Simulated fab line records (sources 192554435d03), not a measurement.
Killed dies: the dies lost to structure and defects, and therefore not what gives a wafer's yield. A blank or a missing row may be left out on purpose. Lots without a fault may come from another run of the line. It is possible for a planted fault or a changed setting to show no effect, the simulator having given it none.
fab line records	flow n5-finfet
record lots=24	wafers=72	last-day=18
route steps=1938 shown GATE_CUT@487 MOL_CONTACT_COAG@528
lots that met no fault: taken from a fault-free run of the same line
start-h: start of the lot's first displayed wafer, in hours after the record's first day	wait-h: hours since the lot's step before	" repeats the value in the row above	L1.1+2: a single row standing in for several wafers	- no value present, or no start provided	* or withheld: withheld	< > ~ a bound
route shown NAME@n: NAME is a module with steps in the file, n the number in the route of the first one	usual: mean/standard deviation taken from wafers without a fault	same: alike in all rows	chamber/n: place in a boat	sites: the reading at each site	_std_site: the values' standard deviation	_edge_site: inner sites' mean taken away from outer sites' mean	radius-mm: for every site, how far away it sits from the centre of the wafer	mask NAME#n: copy n	behind: tool/chamber where the wafer was last shaped	hold: why the lot was held/for how many hours/how that ended	device: transistor that didn't switch, given as n, p or np	end of line: the same wafers' tests at the end of the route	a step without rows: its recipe alone	killed: count of dies lost to structure and defects at first sort (not the wafer's yield)	map: a wafer's dies, marking killed ones x, the rest . and places with no die _
set.NAME: the setting that was run; set.NAME@STEP: the one run at that earlier step	model.NAME: the simulator's own value behind a step, which no gauge read
steps of the route over a sample of lots; a table a step, a row a wafer
services: the hour from which a tool's chamber was out of use, counted from the record's first day as start-h (under 0 if before that day), plus the number of hours and why
## steps
# step N5_GATE_CUT_CD_MEAS_13
# recipe target-cd-nm=20	landing-energy-ev=500	detector=se-inlens
# usual cd-nm=20.08/0.29
lot.wafer	tool	chamber	start-h	wait-h	cd-nm
L074.1	cd-sem-03	0	88.16	-	19.80
L074.4	"	0	"	"	20.09
L074.6	"	0	"	"	20.25
L075.3	cd-sem-01	0	93.65	-	20.16
L075.4	"	0	"	"	19.86
L075.5	"	0	"	"	20.44
L076.3	cd-sem-01	0	94.89	-	20.12
L076.4	"	0	"	"	20.01
L076.6	"	0	"	"	20.52
L077.3	cd-sem-01	0	102.59	-	20.49
L077.4	"	0	"	"	20.57
L077.6	"	0	"	"	20.44
L078.2	cd-sem-02	0	110.74	-	20.24
L078.4	"	0	"	"	20.17
L078.6	"	0	"	"	19.77
L079.1	cd-sem-03	0	112.97	-	19.30
L079.2	"	0	"	"	20.12
L079.4	"	0	"	"	20.16
L080.1	cd-sem-03	0	119.21	-	20.04
L080.3	"	0	"	"	20.14
L080.6	"	0	"	"	20.32
L081.2	cd-sem-03	0	125.06	-	20.38
L081.4	"	0	"	"	19.75
L081.6	"	0	"	"	19.69
L083.1	cd-sem-02	0	136.84	-	19.74
L083.4	"	0	"	"	20.33
L083.5	"	0	"	"	20.22
L082.1	cd-sem-02	0	138.12	-	19.88
L082.2	"	0	"	"	20.21
L082.6	"	0	"	"	20.26
L084.3	cd-sem-02	0	145.35	-	19.92
L084.5	"	0	"	"	19.83
L084.6	"	0	"	"	20.21
L085.2	cd-sem-01	0	150.08	-	20.20
L085.4	"	0	"	"	20.07
L085.5	"	0	"	"	20.05
L086.1	cd-sem-02	0	155.78	-	20.31
L086.3	"	0	"	"	20.32
L086.5	"	0	"	"	20.45
L087.3	cd-sem-01	0	165.21	-	19.85
L087.4	"	0	"	"	19.49
L087.6	"	0	"	"	19.91
L088.2	cd-sem-02	0	174.89	-	20.16
L088.5	"	0	"	"	20.40
L088.6	"	0	"	"	20.14
L089.4	cd-sem-02	0	176.17	-	20.07
L089.5	"	0	"	"	19.44
L089.6	"	0	"	"	19.86
L090.1	cd-sem-01	0	181.94	-	19.99
L090.3	"	0	"	"	19.86
L090.5	"	0	"	"	20.11
L091.1	cd-sem-03	0	189.06	-	20.40
L091.2	"	0	"	"	20.37
L091.3	"	0	"	"	20.28
L092.3	cd-sem-03	0	193.62	-	19.52
L092.5	"	0	"	"	20.52
L092.6	"	0	"	"	20.00
L093.2	cd-sem-03	0	199.16	-	20.04
L093.5	"	0	"	"	20.27
L093.6	"	0	"	"	20.11
L094.1	cd-sem-03	0	204.58	-	20.04
L094.4	"	0	"	"	20.28
L094.6	"	0	"	"	20.27
L095.1	cd-sem-01	0	217.14	-	19.90
L095.3	"	0	"	"	19.81
L095.4	"	0	"	"	20.02
L096.2	cd-sem-03	0	218.64	-	19.33
L096.4	"	0	"	"	19.88
L096.6	"	0	"	"	19.85
L097.1	cd-sem-01	0	225.27	-	20.40
L097.5	"	0	"	"	20.06
L097.6	"	0	"	"	20.39
# step N5_GATE_CUT_ETCH_47
# recipe chemistry=Cl2/BCl3	target=SiO2	target-depth-a=100	pressure-mtorr=10	icp-w=1000	bias-w=126	Cl2_flow_sccm=53.25	bcl3-flow-sccm=21.75	Ar_flow_sccm=25
# usual chamber-pressure-mTorr=10.002/0.0082	drypump-motor-current-A=5.7/0.64	oes-product-au=0.85/0.086	throttle-valve-pct=22.67/0.093
lot.wafer	tool	chamber	start-h	wait-h	chamber-pressure-mTorr	drypump-motor-current-A	oes-product-au	rf-hours-counter-h	throttle-valve-pct
L074.1	rie-metal-02	0	88.83	0.0	10.016	5.3	0.65	107	22.88
L074.4	"	1	"	"	9.991	6.0	0.73	-	22.92
L074.6	"	1	"	"	10.007	6.1	0.73	-	22.91
L075.3	rie-metal-01	0	94.48	0.1	10.002	4.6	0.96	-	22.58
L075.4	"	0	"	"	10.004	4.6	0.97	-	22.58
L075.5	"	0	"	"	10.000	4.6	0.97	-	22.57
L076.3	rie-metal-03	1	96.08	0.0	9.992	5.7	0.78	-	22.66
L076.4	"	0	"	"	10.002	6.4	0.92	-	22.72
L076.6	"	1	"	"	10.003	5.7	0.79	-	22.68
L077.3	rie-metal-03	1	103.26	0.0	10.012	5.7	0.78	-	22.69
L077.4	"	0	"	"	10.004	6.4	0.90	-	22.71
L077.6	"	1	"	"	9.995	5.7	0.78	-	22.66
L078.2	rie-metal-01	1	111.41	0.0	10.010	5.9	0.96	1	22.55
L078.4	"	0	"	"	9.985	4.6	0.97	-	22.59
L078.6	"	0	"	"	9.998	4.6	0.97	-	22.58
L079.1	rie-metal-01	1	113.64	0.0	9.986	5.9	0.96	1	22.55
L079.2	"	0	"	"	10.015	4.7	0.96	3	22.59
L079.4	"	0	"	"	9.996	4.6	0.97	-	22.59
L080.1	rie-metal-03	1	119.88	0.0	10.007	5.7	0.78	36	22.68
L080.3	"	1	"	"	9.987	5.7	0.77	-	22.67
L080.6	"	0	"	"	9.999	6.5	0.90	-	22.72
L081.2	rie-metal-03	0	125.72	0.0	10.000	6.4	0.89	9	22.71
L081.4	"	1	"	"	10.005	5.7	0.77	-	22.66
L081.6	"	1	"	"	10.007	5.7	0.77	-	22.66
L083.1	rie-metal-03	1	137.81	0.0	10.010	5.7	0.77	37	22.67
L083.4	"	0	"	"	9.987	6.4	0.89	-	22.73
L083.5	"	0	"	"	10.005	6.5	0.89	-	22.70
L082.1	rie-metal-03	1	138.79	0.0	10.004	5.7	0.78	38	22.66
L082.2	"	0	"	"	10.028	6.4	0.89	10	22.72
L082.6	"	0	"	"	10.002	6.4	0.89	-	22.72
L084.3	rie-metal-01	1	146.32	0.0	10.008	5.9	0.93	-	22.56
L084.5	"	0	"	"	10.000	4.6	0.94	-	22.59
L084.6	"	1	"	"	9.994	5.9	0.94	-	22.57
L085.2	rie-metal-03	0	150.77	0.0	10.011	6.5	0.89	11	22.72
L085.4	"	0	"	"	9.994	6.5	0.88	-	22.72
L085.5	"	0	"	"	10.007	6.4	0.89	-	22.71
L086.1	rie-metal-01	0	156.44	0.0	9.994	4.6	0.94	6	22.59
L086.3	"	0	"	"	9.997	4.6	0.94	-	22.59
L086.5	"	0	"	"	9.991	4.6	0.95	-	22.59
L087.3	rie-metal-03	1	165.89	0.0	9.995	5.7	0.76	-	22.66
L087.4	"	0	"	"	9.999	6.5	0.87	-	22.74
L087.6	"	1	"	"	10.015	5.7	0.77	-	22.68
L088.2	rie-metal-02	0	175.77	0.0	10.000	5.3	0.64	115	22.91
L088.5	"	1	"	"	10.007	6.1	0.71	-	22.92
L088.6	"	0	"	"	10.013	5.3	0.64	-	22.91
L089.4	rie-metal-03	0	177.19	0.0	10.001	6.5	0.86	-	22.73
L089.5	"	0	"	"	9.997	6.5	0.87	-	22.73
L089.6	"	1	"	"	9.996	5.7	0.76	-	22.69
L090.1	rie-metal-03	0	182.61	0.0	10.008	6.4	0.86	15	22.73
L090.3	"	0	"	"	10.003	6.5	0.86	-	22.72
L090.5	"	1	"	"	10.005	5.7	0.76	-	22.69
L091.1	rie-metal-01	1	190.04	0.0	10.009	5.9	0.91	6	22.56
L091.2	"	0	"	"	10.006	4.6	0.93	8	22.59
L091.3	"	0	"	"	9.996	4.6	0.93	-	22.59
L092.3	rie-metal-03	0	194.33	0.0	10.002	6.4	0.86	-	22.74
L092.5	"	0	"	"	9.996	6.4	0.86	-	22.74
L092.6	"	1	"	"	9.999	5.7	0.76	-	22.69
L093.2	rie-metal-03	1	199.82	0.0	10.006	5.7	0.76	44	22.70
L093.5	"	1	"	"	10.006	5.7	0.76	-	22.68
L093.6	"	0	"	"	9.991	6.5	0.86	-	22.74
L094.1	rie-metal-01	1	205.40	0.0	10.003	5.9	0.92	7	22.58
L094.4	"	1	"	"	10.017	5.8	0.90	-	22.57
L094.6	"	0	"	"	10.000	4.6	0.92	-	22.60
L095.1	rie-metal-01	0	217.81	0.0	9.994	4.6	0.91	11	22.59
L095.3	"	1	"	"	10.010	5.9	0.89	-	22.57
L095.4	"	0	"	"	10.003	4.6	0.92	-	22.59
L096.2	rie-metal-03	1	219.31	0.0	10.012	5.7	0.76	46	22.70
L096.4	"	0	"	"	10.009	6.5	0.86	-	22.74
L096.6	"	0	"	"	10.015	6.5	0.85	-	22.74
L097.1	rie-metal-01	0	225.96	0.0	9.985	4.6	0.90	12	22.60
L097.5	"	1	"	"	10.006	5.9	0.89	-	22.58
L097.6	"	0	"	"	9.996	4.6	0.91	-	22.60
# step N5_GATE_CUT_CMP_23
# recipe stop-on=SiO2	t-overpolish-s=23.4	post-cmp-clean=alkaline-brush	down-force-psi=2.5	platen-rpm=51.8	pad-velocity-m-s=1.0307	target-thk-nm=16
# usual motor-current-A=8.7/1.2	overpolish-run-s=23.401/0.0089	time-to-endpoint-s=20.2/2.6
lot.wafer	tool	chamber	start-h	wait-h	motor-current-A	overpolish-run-s	time-to-endpoint-s
L074.1	cmp-01	0	91.13	0.8	11.0	23.392	19.6
L074.4	"	1	"	"	9.3	23.416	21.2
L074.6	"	2	"	"	9.7	23.395	21.7
L075.4	cmp-04	2	96.41	0.8	8.0	23.403	20.8
L075.3	"	3	"	"	8.6	23.405	21.9
L075.5	"	1	"	"	9.5	23.407	17.0
L076.3	cmp-01	2	98.19	0.8	9.5	23.411	22.9
L076.4	"	3	"	"	8.8	23.426	16.8
L076.6	"	1	"	"	8.8	23.416	16.6
L077.3	cmp-01	1	105.03	0.8	9.1	23.398	19.2
L077.4	"	0	"	"	11.4	23.397	18.7
L077.6	"	2	"	"	9.4	23.403	21.4
L078.2	cmp-04	3	113.19	0.8	8.2	23.417	24.0
L078.4	"	0	"	"	6.5	23.397	24.0
L078.6	"	3	"	"	7.9	23.402	22.8
L079.2	cmp-01	1	115.42	0.8	9.3	23.405	14.5
L079.1	"	3	"	"	8.5	23.384	14.5
L079.4	"	0	"	"	11.4	23.398	12.0
L080.3	cmp-04	2	121.70	0.8	8.0	23.403	20.5
L080.1	"	3	"	"	8.2	23.414	21.8
L080.6	"	1	"	"	10.0	23.388	19.8
L081.2	cmp-03	0	127.51	0.8	7.7	23.390	22.1
L081.4	"	1	"	"	7.6	23.410	26.4
L081.6	"	1	"	"	7.9	23.407	24.3
L083.4	cmp-03	0	139.59	0.8	7.5	23.411	20.3
L083.1	"	1	"	"	7.8	23.399	23.8
L083.5	"	1	"	"	7.8	23.396	23.1
L082.2	cmp-01	0	140.96	0.8	11.1	23.384	19.1
L082.1	"	2	"	"	9.3	23.392	22.6
L082.6	"	0	"	"	11.0	23.402	17.4
L084.3	cmp-04	2	148.14	0.8	7.6	23.404	23.7
L084.5	"	1	"	"	10.0	23.397	22.0
L084.6	"	2	"	"	8.0	23.390	21.0
L085.2	cmp-04	1	152.56	0.8	9.6	23.406	20.4
L085.4	"	0	"	"	6.8	23.415	22.0
L085.5	"	2	"	"	8.1	23.408	22.3
L086.1	cmp-03	2	158.23	0.8	8.6	23.387	17.1
L086.3	"	3	"	"	9.4	23.390	19.3
L086.5	"	2	"	"	7.9	23.403	19.8
L087.4	cmp-04	2	167.68	0.8	7.8	23.395	18.8
L087.3	"	1	"	"	9.8	23.413	20.3
L087.6	"	3	"	"	8.5	23.399	22.5
L088.2	cmp-03	0	177.75	1.0	7.3	23.419	17.6
L088.5	"	1	"	"	7.3	23.401	20.4
L088.6	"	2	"	"	7.7	23.400	17.6
L089.4	cmp-04	1	179.10	0.9	10.3	23.397	21.1
L089.5	"	2	"	"	7.9	23.422	20.2
L089.6	"	3	"	"	8.6	23.414	24.5
L090.3	cmp-01	1	184.86	0.8	9.4	23.408	21.3
L090.1	"	2	"	"	9.7	23.421	22.7
L090.5	"	3	"	"	8.3	23.404	19.4
L091.3	cmp-01	1	193.00	0.8	9.3	23.396	19.3
L091.2	"	2	"	"	8.8	23.393	22.3
L091.1	"	0	"	"	10.8	23.399	16.0
L092.3	cmp-04	1	196.14	0.8	9.6	23.405	19.2
L092.6	"	0	"	"	7.0	23.401	20.4
L092.5	"	1	"	"	9.8	23.399	19.6
L093.2	cmp-01	3	201.66	0.8	9.0	23.394	18.5
L093.6	"	2	"	"	9.7	23.395	24.1
L093.5	"	3	"	"	8.9	23.392	17.2
L094.1	cmp-04	0	207.27	0.8	6.6	23.405	23.1
L094.4	"	1	"	"	9.6	23.404	21.5
L094.6	"	2	"	"	8.1	23.404	24.5
L095.1	cmp-03	2	219.60	0.8	8.0	23.411	19.5
L095.4	"	3	"	"	9.7	23.396	16.4
L095.3	"	1	"	"	7.3	23.400	20.3
L096.4	cmp-03	3	221.13	0.8	9.1	23.401	18.5
L096.2	"	1	"	"	7.6	23.388	16.2
L096.6	"	2	"	"	8.2	23.394	16.7
L097.1	cmp-04	0	227.88	0.8	7.0	23.406	19.3
L097.5	"	3	"	"	8.1	23.397	19.3
L097.6	"	0	"	"	7.0	23.402	19.9
# step N5_MOL_CONTACT_COAG_INSPECT_10
# recipe mode=adi	inspect-instrument=brightfield
# usual raw-defect-count=71/31
lot.wafer	tool	chamber	start-h	wait-h	raw-defect-count
L074.1	defect-inspect-02	-	92.48	0.1	44
L074.4	"	-	"	"	41
L074.6	"	-	"	"	47
L075.3	defect-inspect-01	-	97.93	0.1	52
L075.4	"	-	"	"	31
L075.5	"	-	"	"	35
L076.3	defect-inspect-02	-	99.54	0.0	84
L076.4	"	-	"	"	53
L076.6	"	-	"	"	123
L077.3	defect-inspect-01	-	106.46	0.0	95
L077.4	"	-	"	"	113
L077.6	"	-	"	"	61
L078.2	defect-inspect-02	-	114.74	0.0	68
L078.4	"	-	"	"	87
L078.6	"	-	"	"	54
L079.1	defect-inspect-02	-	117.12	0.1	58
L079.2	"	-	"	"	39
L079.4	"	-	"	"	56
L080.1	defect-inspect-02	-	123.09	0.1	56
L080.3	"	-	"	"	58
L080.6	"	-	"	"	41
L081.2	defect-inspect-02	-	129.05	0.0	49
L081.4	"	-	"	"	79
L081.6	"	-	"	"	57
L083.1	defect-inspect-01	-	141.02	0.1	71
L083.4	"	-	"	"	98
L083.5	"	-	"	"	99
L082.1	defect-inspect-02	-	142.38	0.1	63
L082.2	"	-	"	"	88
L082.6	"	-	"	"	95
L084.3	defect-inspect-01	-	149.65	0.0	79
L084.5	"	-	"	"	68
L084.6	"	-	"	"	63
L085.2	defect-inspect-02	-	154.10	0.0	39
L085.4	"	-	"	"	54
L085.5	"	-	"	"	58
L086.1	defect-inspect-01	-	159.77	0.1	45
L086.3	"	-	"	"	35
L086.5	"	-	"	"	52
L087.3	defect-inspect-02	-	169.15	0.0	79
L087.4	"	-	"	"	82
L087.6	"	-	"	"	55
L088.2	defect-inspect-01	-	179.06	0.0	41
L088.5	"	-	"	"	49
L088.6	"	-	"	"	41
L089.4	defect-inspect-01	-	180.42	0.0	59
L089.5	"	-	"	"	58
L089.6	"	-	"	"	80
L090.1	defect-inspect-01	-	186.33	0.1	72
L090.3	"	-	"	"	82
L090.5	"	-	"	"	65
L091.1	defect-inspect-01	-	194.58	0.1	110
L091.2	"	-	"	"	68
L091.3	"	-	"	"	58
L092.3	defect-inspect-02	-	197.53	0.0	54
L092.5	"	-	"	"	53
L092.6	"	-	"	"	52
L093.2	defect-inspect-02	-	203.04	0.0	32
L093.5	"	-	"	"	33
L093.6	"	-	"	"	44
L094.1	defect-inspect-02	-	208.63	0.1	52
L094.4	"	-	"	"	89
L094.6	"	-	"	"	120
L095.1	defect-inspect-02	-	221.15	0.1	46
L095.3	"	-	"	"	40
L095.4	"	-	"	"	93
L096.2	defect-inspect-01	-	222.52	0.0	100
L096.4	"	-	"	"	93
L096.6	"	-	"	"	193
L097.1	defect-inspect-01	-	229.51	0.1	64
L097.5	"	-	"	"	71
L097.6	"	-	"	"	91
# step N5_MOL_CONTACT_COAG_STRIP_98
# recipe chemistry=N2/H2	power-w=500	temp-c=40	pressure-mtorr=50	rf-frequency-hz=6e+07	overash-fraction=0.3	bias-power-w=8	h2-frac=0.5	n2-flow-sccm=300	h2-flow-sccm=300
# usual chamber-pressure-mTorr=49.99/0.079	drypump-motor-current-A=5.7/0.53	oes-product-au=0.75/0.062	rf-vpp-V=54.2/1.6	showerhead-plenum-p-Torr=3.32/0.11	throttle-valve-pct=18.9/0.43
lot.wafer	tool	chamber	start-h	wait-h	chamber-pressure-mTorr	drypump-motor-current-A	oes-product-au	rf-hours-counter-h	rf-vpp-V	showerhead-plenum-p-Torr	throttle-valve-pct
L074.1	rie-diel-05	3	92.84	0.0	50.06	5.4	0.90	23	51.2	3.30	18.8
L074.4	"	1	"	"	49.98	6.7	0.80	84	55.0	3.39	18.6
L074.6	"	3	"	"	49.91	5.5	0.91	-	55.0	3.30	18.8
L075.3	rie-diel-06	0	98.29	0.0	49.84	5.8	0.70	194	54.6	3.20	19.3
L075.4	"	2	"	"	50.07	4.9	0.71	181	54.2	3.48	19.1
L075.5	"	3	"	"	50.05	5.0	0.74	-	56.5	3.24	18.5
L076.3	rie-diel-02	2	99.90	0.0	50.02	6.1	0.82	79	56.7	3.41	18.8
L076.4	"	3	"	"	49.92	5.7	0.74	-	57.0	3.32	18.8
L076.6	"	0	"	"	49.98	5.7	0.81	-	55.1	3.36	18.5
L077.3	rie-diel-02	1	106.82	0.0	50.06	6.7	0.86	50	55.4	3.54	18.0
L077.4	"	0	"	"	50.11	5.7	0.81	120	54.8	3.36	18.5
L077.6	"	1	"	"	50.06	6.7	0.87	-	52.4	3.54	18.0
L078.2	rie-diel-06	2	115.10	0.0	50.00	4.9	0.69	187	54.8	3.47	19.2
L078.4	"	0	"	"	49.95	5.8	0.70	201	53.0	3.19	19.3
L078.6	"	1	"	"	49.90	5.5	0.71	-	55.1	3.22	19.4
L079.1	rie-diel-02	2	117.76	0.0	49.95	6.1	0.80	86	54.4	3.40	18.9
L079.2	"	1	"	"	50.14	6.7	0.86	54	52.1	3.53	18.0
L079.4	"	0	"	"	50.02	5.7	0.81	124	56.8	3.36	18.5
L080.1	rie-diel-05	0	123.45	0.0	49.90	6.5	0.83	85	56.8	3.39	18.7
L080.3	"	3	"	"	50.08	5.5	0.86	32	56.5	3.29	18.8
L080.6	"	2	"	"	50.00	6.3	0.71	-	53.0	3.36	19.6
L081.2	rie-diel-05	0	129.43	0.0	49.91	6.4	0.82	88	54.5	3.39	18.7
L081.4	"	1	"	"	50.13	6.7	0.79	98	57.4	3.38	18.5
L081.6	"	3	"	"	49.90	5.5	0.87	-	52.9	3.29	18.8
L083.1	rie-diel-02	3	141.52	0.0	50.08	5.7	0.73	188	54.8	3.32	18.9
L083.4	"	2	"	"	49.98	6.1	0.81	95	56.1	3.40	18.9
L083.5	"	0	"	"	49.83	5.7	0.80	-	54.4	3.35	18.5
L082.1	rie-diel-02	1	143.05	0.0	50.05	6.7	0.85	64	55.0	3.53	18.0
L082.2	"	0	"	"	49.92	5.7	0.80	133	55.4	3.35	18.5
L082.6	"	1	"	"	50.03	6.7	0.85	-	52.2	3.53	18.0
L084.3	rie-diel-06	2	151.02	0.0	50.04	5.0	0.69	-	55.6	3.47	19.2
L084.5	"	2	"	"	50.06	4.9	0.69	-	54.5	3.47	19.1
L084.6	"	1	"	"	50.03	5.5	0.69	-	54.7	3.21	19.4
L085.2	rie-diel-02	2	154.83	0.0	49.94	6.1	0.79	101	55.0	3.39	18.9
L085.4	"	0	"	"	50.09	5.7	0.79	138	57.1	3.35	18.5
L085.5	"	2	"	"	50.02	6.1	0.78	-	52.2	3.39	18.9
L086.1	rie-diel-06	2	160.85	0.0	50.07	4.9	0.69	206	52.8	3.46	19.2
L086.3	"	1	"	"	50.00	5.5	0.70	184	52.9	3.21	19.4
L086.5	"	0	"	"	50.02	5.8	0.70	-	54.0	3.19	19.3
L087.3	rie-diel-05	1	169.51	0.0	50.03	6.7	0.77	109	56.4	3.37	18.6
L087.4	"	2	"	"	49.97	6.3	0.72	-	52.7	3.35	19.7
L087.6	"	1	"	"	50.03	6.7	0.77	-	53.9	3.37	18.6
L088.2	rie-diel-06	2	179.42	0.0	49.94	4.9	0.68	213	53.2	3.46	19.2
L088.5	"	1	"	"	50.01	5.5	0.70	-	52.7	3.20	19.4
L088.6	"	0	"	"	50.01	5.8	0.69	-	54.5	3.18	19.3
L089.4	rie-diel-06	3	180.84	0.0	49.87	5.0	0.72	181	56.5	3.22	18.6
L089.5	"	0	"	"	49.99	5.8	0.70	-	56.4	3.18	19.3
L089.6	"	3	"	"	50.21	5.0	0.72	-	51.6	3.23	18.6
L090.1	rie-diel-06	3	186.69	0.0	49.95	5.0	0.71	183	54.0	3.22	18.6
L090.3	"	1	"	"	50.12	5.5	0.70	194	53.0	3.20	19.4
L090.5	"	3	"	"	50.02	5.0	0.72	-	54.7	3.22	18.6
L091.1	rie-diel-06	0	194.94	0.0	50.02	5.8	0.69	221	55.4	3.18	19.3
L091.2	"	3	"	"	50.04	5.1	0.71	185	54.9	3.22	18.6
L091.3	"	1	"	"	49.98	5.5	0.69	196	52.8	3.20	19.4
L092.3	rie-diel-06	0	197.89	0.0	50.13	5.8	0.69	222	54.2	3.18	19.3
L092.5	"	1	"	"	49.88	5.5	0.70	-	53.7	3.20	19.4
L092.6	"	0	"	"	49.96	5.8	0.69	-	54.2	3.18	19.3
L093.2	rie-diel-05	3	203.40	0.0	50.01	5.5	0.84	57	56.9	3.28	18.9
L093.5	"	3	"	"	49.98	5.5	0.86	-	58.2	3.28	18.9
L093.6	"	2	"	"	50.10	6.2	0.70	-	53.9	3.34	19.7
L094.1	rie-diel-06	3	209.11	0.0	49.93	5.0	0.72	188	51.0	3.22	18.6
L094.4	"	0	"	"	49.98	5.8	0.68	225	52.5	3.18	19.3
L094.6	"	1	"	"	49.92	5.5	0.70	-	54.4	3.20	19.4
L095.1	rie-diel-02	0	221.51	0.0	49.87	5.7	0.78	162	54.1	3.34	18.6
L095.3	"	2	"	"	50.02	6.1	0.77	125	52.3	3.38	19.0
L095.4	"	1	"	"	49.94	6.7	0.82	93	56.0	3.51	18.1
L096.2	rie-diel-06	2	222.88	0.0	50.01	4.9	0.68	224	54.4	3.45	19.2
L096.4	"	0	"	"	50.03	5.8	0.68	229	53.7	3.18	19.3
L096.6	"	3	"	"	50.03	5.0	0.72	-	50.7	3.22	18.6
L097.1	rie-diel-02	2	230.00	0.0	49.93	6.1	0.76	128	53.9	3.38	19.0
L097.5	"	2	"	"	49.98	6.1	0.77	-	53.0	3.38	19.0
L097.6	"	3	"	"	49.94	5.7	0.70	-	52.1	3.30	18.9
# step N5_MOL_CONTACT_COAG_ALD_20
# recipe material=TiN	target-thk-a=15	temp-c=400	ald-precursor-family=TiCl4	ald-co-reactant=NH3	pulse-time-s=1	purge-time-s=3	co-reactant-purge-time-s=2	co-reactant-pulse-time-s=2	ald-cycles=68	pressure-torr=3
# usual heater-power-w=871/110	precursor-pulse-height-rel=1.000/0.019
lot.wafer	tool	chamber	start-h	wait-h	heater-power-w	precursor-pulse-height-rel
L074.1	ald-metal-02	0	95.30	0.1	846	1.015
L074.4	"	2	"	"	1034	0.979
L074.6	"	2	"	"	1026	0.990
L075.3	ald-metal-03	2	98.99	0.1	1079	0.975
L075.4	"	0	"	"	901	0.987
L075.5	"	3	"	"	739	1.023
L076.3	ald-metal-01	1	101.97	0.1	868	1.032
L076.4	"	0	"	"	905	0.981
L076.6	"	2	"	"	880	1.007
L077.3	ald-metal-01	3	107.49	0.1	721	0.991
L077.4	"	2	"	"	888	1.004
L077.6	"	2	"	"	902	0.996
L078.2	ald-metal-02	2	116.62	0.1	1033	1.013
L078.4	"	1	"	"	962	0.997
L078.6	"	0	"	"	874	0.975
L079.1	ald-metal-01	2	118.57	0.1	893	1.023
L079.2	"	1	"	"	851	0.977
L079.4	"	3	"	"	731	0.993
L080.1	ald-metal-02	1	124.18	0.1	926	0.973
L080.3	"	2	"	"	1017	1.031
L080.6	"	3	"	"	664	0.975
L081.2	ald-metal-03	1	130.36	0.1	752	0.983
L081.4	"	2	"	"	1078	1.008
L081.6	"	0	"	"	902	0.968
L083.1	ald-metal-03	1	142.39	0.1	790	1.000
L083.4	"	2	"	"	1101	0.994
L083.5	"	3	"	"	731	0.991
L082.1	ald-metal-02	1	143.91	0.1	938	0.982
L082.2	"	3	"	"	688	1.019
L082.6	"	2	"	"	1030	1.011
L084.3	ald-metal-02	0	151.69	0.1	880	0.983
L084.5	"	3	"	"	683	0.998
L084.6	"	0	"	"	850	1.015
L085.2	ald-metal-02	3	155.57	0.1	660	0.985
L085.4	"	1	"	"	955	1.041
L085.5	"	3	"	"	688	1.003
L086.1	ald-metal-01	2	163.39	0.1	873	0.988
L086.3	"	1	"	"	847	1.014
L086.5	"	2	"	"	882	1.022
L087.3	ald-metal-01	0	170.29	0.1	904	1.015
L087.4	"	1	"	"	856	1.012
L087.6	"	0	"	"	926	1.026
L088.2	ald-metal-01	1	180.29	0.1	844	1.009
L088.5	"	1	"	"	853	0.986
L088.6	"	2	"	"	893	1.012
L089.4	ald-metal-01	0	181.69	0.1	915	0.986
L089.5	"	0	"	"	931	1.017
L089.6	"	3	"	"	741	0.977
L090.1	ald-metal-01	1	188.08	0.1	859	0.971
L090.3	"	2	"	"	923	1.042
L090.5	"	1	"	"	845	0.999
L091.1	ald-metal-02	1	195.68	0.1	944	1.006
L091.2	"	2	"	"	1058	0.996
L091.3	"	0	"	"	864	1.003
L092.3	ald-metal-02	1	201.67	0.1	963	1.031
L092.5	"	1	"	"	973	0.974
L092.6	"	0	"	"	865	0.994
L093.2	ald-metal-01	1	204.59	0.1	861	1.022
L093.5	"	1	"	"	845	0.991
L093.6	"	0	"	"	921	0.992
L094.1	ald-metal-02	2	211.24	0.1	1025	0.993
L094.4	"	3	"	"	681	0.993
L094.6	"	2	"	"	1020	1.023
L095.1	ald-metal-02	2	222.53	0.1	1010	0.980
L095.3	"	0	"	"	877	1.036
L095.4	"	3	"	"	684	1.005
L096.2	ald-metal-03	0	223.52	0.1	888	1.022
L096.4	"	1	"	"	788	0.948
L096.6	"	2	"	"	1097	0.999
L097.1	ald-metal-02	0	230.64	0.1	874	1.026
L097.5	"	3	"	"	658	0.995
L097.6	"	0	"	"	859	1.037
## services
tool	chamber	start-h	hours	kind
cmp-03	-	78.30	0.3	repair
ald-metal-02	3	82.99	8.1	repair
cmp-03	-	91.87	5.3	pm
rie-metal-01	0	96.01	12.8	repair
rie-diel-02	1	96.54	4.5	repair
rie-diel-05	3	102.56	2.6	repair
rie-diel-06	2	122.85	3.9	repair
rie-diel-06	0	138.95	18.3	repair
rie-diel-05	-	146.10	14.6	pm
cmp-01	-	146.36	4.0	pm
cmp-03	-	147.29	3.1	repair
rie-diel-05	0	161.45	14.5	repair
ald-metal-02	-	170.34	8.7	pm
cmp-01	-	173.90	7.2	repair
ald-metal-02	3	181.73	24.7	repair
cmp-03	-	184.75	1.7	repair
ald-metal-02	0	185.49	2.1	repair
cmp-01	-	187.32	1.9	repair
cmp-03	-	191.84	4.0	pm
cmp-03	-	205.24	4.4	pm
rie-diel-02	-	212.23	1.0	repair
cmp-01	-	213.33	1.3	repair
ald-metal-01	-	223.77	0.7	repair
rie-diel-06	-	227.77	0.4	repair
## key
fault none
